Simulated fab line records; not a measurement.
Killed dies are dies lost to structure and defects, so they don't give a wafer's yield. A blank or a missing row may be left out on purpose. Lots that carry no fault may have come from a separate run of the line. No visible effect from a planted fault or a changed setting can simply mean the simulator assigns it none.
A struck lot beside a sound one || flow n5 finfet || 19 out of 1938 route steps
Sound: wafers L517.1, L517.2, L517.5. The struck wafers were L528.3, L528.4, L528.6. The cause is named last.
Each step with rows lists, per side, the tool, then ch with its chambers, then its first start. Under that, the readings that differ: sound wafers || struck wafers || difference of the means || sigmas: that difference in standard deviations of wafers without a fault.
alike: same words and numbers on both sides, and readings whose means sit less than 2 such deviations apart. not compared: any withheld reading, any reading some wafer has no value for, any bound like >300 that may hide the same value, and any number with overlapping values for which the record gives no deviation.
A row with sigmas, a row that says differs or no value, or rows on one side alone: a step with any of these is where the two part. Numbers that don't overlap but have no deviation are shown without sigmas and don't part them. Lack of a reading on every wafer of one side parts them only where that side has two or more wafers.

N5_BEOL_M3_INSPECT_30: inspects for defects (brightfield).
  sound on defect inspect-01, day 7 19:35; struck on defect inspect-01, day 10 17:58
  alike: raw defect count
N5_BEOL_M3_DESCUM_33: chemistry O2, time 7 s.
  sound on rie diel-03 ch 0,3, day 7 19:37; struck on rie diel-03 ch 2,3, day 10 18:00
  alike: drypump motor current A, oes product au, rf vpp V, showerhead plenum p Torr, throttle valve pct
  not compared: rf hours counter h
N5_BEOL_M3_ETCH_77: etches underlayer in N2/H2, target depth 6.5 nm, time 5.2 s.
  sound on rie diel-03 ch 0,3, day 7 19:40; struck on rie diel-03 ch 2,3, day 10 18:02
  alike: bias w, drypump motor current A, etch rf on time s, n2 flow sccm, oes product au, rf vpp V, showerhead plenum p Torr, throttle valve pct
  not compared: rf hours counter h
then, 6 steps without rows for these wafers: N5_BEOL_M3_ETCH_69 (etches SiARC in CF4, target depth 15.6 nm, time 26 s); N5_BEOL_M3_ALD_98 (deposits SiO2, target thk 2.5 nm, pulse time 1 s, co reactant pulse time 1 s); N5_BEOL_M3_ETCHBACK_99 (etches SiO2 in CHF3, target depth 5 nm, time 10.4 s); N5_BEOL_M3_ETCH_70 (etches SOC in N2/H2, target depth 80 nm, overetch 16 nm, time 120 s); N5_BEOL_M3_STRIP_71 (strips in N2/H2); N5_BEOL_M3_STRIP_78 (strips in N2/H2).
N5_BEOL_M3_VIA_ETCH_34: etches the open film in C4F6/O2, target depth 69.4 nm, time 65.9 s.
  sound on rie diel-03 ch 0,3, day 8 03:48; struck on rie diel-03 ch 0,2, day 10 21:51
  alike: bias w, drypump motor current A, oes product au, rf vpp V, showerhead plenum p Torr, throttle valve pct
  not compared: rf hours counter h
then, 1 step without rows for these wafers: N5_BEOL_M3_STRIP_83 (strips in C4F6/O2).
N5_BEOL_M3_STRIP_36: strips in N2/H2.
  sound on rie diel-03 ch 0,3, day 8 03:52; struck on rie diel-03 ch 0,2, day 10 21:55
  alike: drypump motor current A, n2 flow sccm, oes product au, power w, rf vpp V, showerhead plenum p Torr, throttle valve pct
  not compared: rf hours counter h
N5_BEOL_M3_TRENCH_ETCH_37: etches SiOC in C4F6/O2, target depth 55.555 nm, time 29.2 s.
  sound on rie diel-03 ch 0,3, day 8 03:54; struck on rie diel-03 ch 0,2, day 10 21:57
{"reading": "bias w (W)", "sound": "184.6 185.2 185.3", "struck": "123.4 124.9 125.4", "difference": -60.5, "sigmas": -94}
{"reading": "oes product au (a.u.)", "sound": "0.72 0.92 0.92", "struck": "0.65 0.64 0.65", "difference": -0.21, "sigmas": -2}
{"reading": "rf vpp V (V)", "sound": "654 686 687", "struck": "476 497 498", "difference": -185, "sigmas": -14}
{"reading": "model.BEOL_M3.feature depth nm (nm)", "sound": "54.4 56.6 57", "struck": "47.2 48.8 48.6", "difference": -7.8, "sigmas": ""}
{"reading": "model.etch.depth nm (nm)", "sound": "54.49 56.55 57.09", "struck": "47.29 48.77 48.58", "difference": -7.83, "sigmas": ""}
{"reading": "model.TiN_of_BEOL_M3_HM_DEP_02.thk nm (nm)", "sound": "18 18.2 17.8", "struck": "18.6 18.4 18.6", "difference": "+0.5", "sigmas": ""}
  alike: drypump motor current A, showerhead plenum p Torr, throttle valve pct
  not compared: rf hours counter h
N5_BEOL_M3_ETCH_41: etches SiCN in CH3F/O2, target depth 29.9 nm, time 52.5 s.
  sound: rie diel-03 ch 0,3; struck: rie diel-03 ch 0,2
  alike: bias w, drypump motor current A, oes product au, rf vpp V, showerhead plenum p Torr, throttle valve pct
  not compared: rf hours counter h
then, 1 step without rows for these wafers: N5_BEOL_M3_STRIP_97 (strips in N2/H2, time 10 s).
N5_BEOL_M3_OCD_MEAS_38:
  sound on ocd-02, day 8 04:04; struck on ocd-02, day 10 22:07
{"reading": "trench depth nm (nm)", "sound": "54.6 56.5 57.2", "struck": "47.8 48.5 48.6", "difference": -7.8, "sigmas": -8}
then, 1 step without rows for these wafers: N5_BEOL_M3_HM_STRIP_39 (strips TiN in peroxide tin strip, target depth 25 nm, time 158 s).
N5_BEOL_M4_RC_MEAS_101:
  sound on prober-02 ch 0, day 8 22:22; struck on prober-01 ch 0, day 11 14:52
  alike: DIBL_N, DIBL_P, IOFF_N, IOFF_P, ION_N, ION_P, SS_N, SS_P, VT_N, VT_P
-- record jumps: 5 days separate the struck wafers' starts on either side; left off in module BEOL_M4, taken up again in module PASSIVATION, whose first shown step is the route's number 1936 --
N5_PASSIVATION_PROBE_49:
  sound on prober-02, day 13 18:02; struck on prober-01, day 16 16:07
  alike: defect limited yield, killed_at_M0_to_M3, killed_at_M4_up, killed at contacts, killed at front end, killed at other, killed dies, killed open, killed short, sort_bin_4_leakage, sort_bin_5_function, sort_bin_6_memory, sort n pass, sort yield pct

WHERE THEY PART
Last at N5_BEOL_M3_OCD_MEAS_38 as far as this record goes, first at N5_BEOL_M3_TRENCH_ETCH_37. Later steps at which nothing parts them and some readings are alike: N5_BEOL_M4_RC_MEAS_101, N5_PASSIVATION_PROBE_49.

WHY: what the simulator had put in
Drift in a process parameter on rie diel-03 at N5_BEOL_M3_TRENCH_ETCH_37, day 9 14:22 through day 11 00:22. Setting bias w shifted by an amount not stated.
